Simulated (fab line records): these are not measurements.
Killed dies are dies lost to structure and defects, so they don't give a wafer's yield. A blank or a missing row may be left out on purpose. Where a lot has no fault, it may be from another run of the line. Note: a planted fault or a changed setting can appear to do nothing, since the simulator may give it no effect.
A lot that was struck, set against a sound lot || flow n5_finfet || 15 out of 1938 route steps
Sound: the wafers L984.1, L984.3, L984.6. Struck: wafer L996.1. (L996.5, L996.6 of the same lot were not struck and are left out.) The cause comes at the end.
For every step that has rows: the tool of each side, followed by ch and its chambers, followed by its first start. Under that, the readings that differ: sound wafers || struck wafers || difference of the means || sigmas: that difference in standard deviations of wafers without a fault.
alike: readings with means less than 2 such deviations apart, plus words and numbers identical on both sides. not compared: withheld readings, readings lacking a value on some wafer, bounds such as >300 that could conceal the same value, and numbers that have no deviation in the record and whose values overlap.
A row with sigmas, a row that says differs or no value, or rows on one side alone: a step with any of these is where the two part. Non-overlapping numbers with no deviation appear without sigmas and do not part them. A reading missing from all wafers of one side parts the sides only when that side holds two or more wafers.

first, 8 steps without rows for these wafers: N5_BEOL_M14_COAT_58 (time 60 s, resist thk 89 nm); N5_BEOL_M14_COAT_04 (resist thk 800 nm); N5_BEOL_M14_EBR_06; N5_BEOL_M14_SOFTBAKE_05 (time 60 s); N5_BEOL_M14_EXPOSE_07 (exposes mask V13); N5_BEOL_M14_PEB_08 (peb time 90 s); N5_BEOL_M14_DEVELOP_09 (develop time 45 s); N5_BEOL_M14_HARDBAKE_14 (time 120 s).
N5_BEOL_M14_CD_MEAS_10: target cd 250 nm.
  sound on cd_sem-02 ch 0, day 13 06:25; struck on cd_sem-01 ch 0, day 17 01:56
  alike: cd_nm
N5_BEOL_M14_OVL_MEAS_11:
  sound on overlay-01 ch 0, day 13 06:27; struck on overlay-01 ch 0, day 17 01:58
  alike: V13_OVL
N5_BEOL_M14_INSPECT_12: inspects for defects (macro).
  sound: defect_inspect-02 at day 13 06:28; struck: defect_inspect-01 at day 17 01:59
  alike: raw_defect_count
N5_BEOL_M14_DESCUM_15: chemistry O2, time 7.9 s.
  sound on rie_diel-03 ch 1,2,3, day 13 06:31; struck on rie_diel-02 ch 0, day 17 02:08
{"reading": "throttle_valve_pct (%)", "sound": "20.17 20.18 20.35", "struck": 20.60, "difference": "+0.37", "sigmas": "+2"}
  alike: drypump_motor_current_A, oes_product_au, rf_vpp_V, showerhead_plenum_p_Torr
  not compared: rf_hours_counter_h
N5_BEOL_M14_ETCH_59: etches BARC in N2/H2, target depth 89 nm, overetch 26.7 nm, time 67.9 s.
  sound on rie_diel-03 ch 1,2,3, day 13 06:32; struck on rie_diel-02 ch 0, day 17 02:11
{"reading": "rf_vpp_V (V)", "sound": "529.3 526.5 529.4", "struck": 523.9, "difference": -4.5, "sigmas": -2}
{"reading": "run_length_s (s)", "sound": "91.5 91.9 90.2", "struck": 96.0, "difference": "+4.8", "sigmas": "+9"}
{"reading": "model.coat_of_BEOL_M14_COAT_04.thk_nm (nm)", "sound": "719.8 723.2 722.6", "struck": 714.2, "difference": -7.7, "sigmas": ""}
  alike: drypump_motor_current_A, oes_product_au, showerhead_plenum_p_Torr, throttle_valve_pct
  not compared: rf_hours_counter_h
N5_BEOL_M14_VIA_ETCH_16: etches SiO2 in C4F8/O2/Ar, target depth 1231.3 nm.
  sound on rie_diel-03 ch 1,2,3, day 13 06:35; struck on rie_diel-02 ch 0, day 17 02:14
{"reading": "throttle_valve_pct (%)", "sound": "30.69 30.71 30.92", "struck": 31.22, "difference": "+0.45", "sigmas": "+2"}
  alike: C4F8_flow_sccm, drypump_motor_current_A, oes_product_au, rf_vpp_V, showerhead_plenum_p_Torr
N5_PASSIVATION_PROBE_49:
  rows exist in the record for the sound wafers here (prober-02, day 14 07:40), none for the struck ones

== WHERE THEY PART ==
Last at N5_PASSIVATION_PROBE_49 as far as this record goes, first at N5_BEOL_M14_DESCUM_15.

WHY: the cause the simulator had injected
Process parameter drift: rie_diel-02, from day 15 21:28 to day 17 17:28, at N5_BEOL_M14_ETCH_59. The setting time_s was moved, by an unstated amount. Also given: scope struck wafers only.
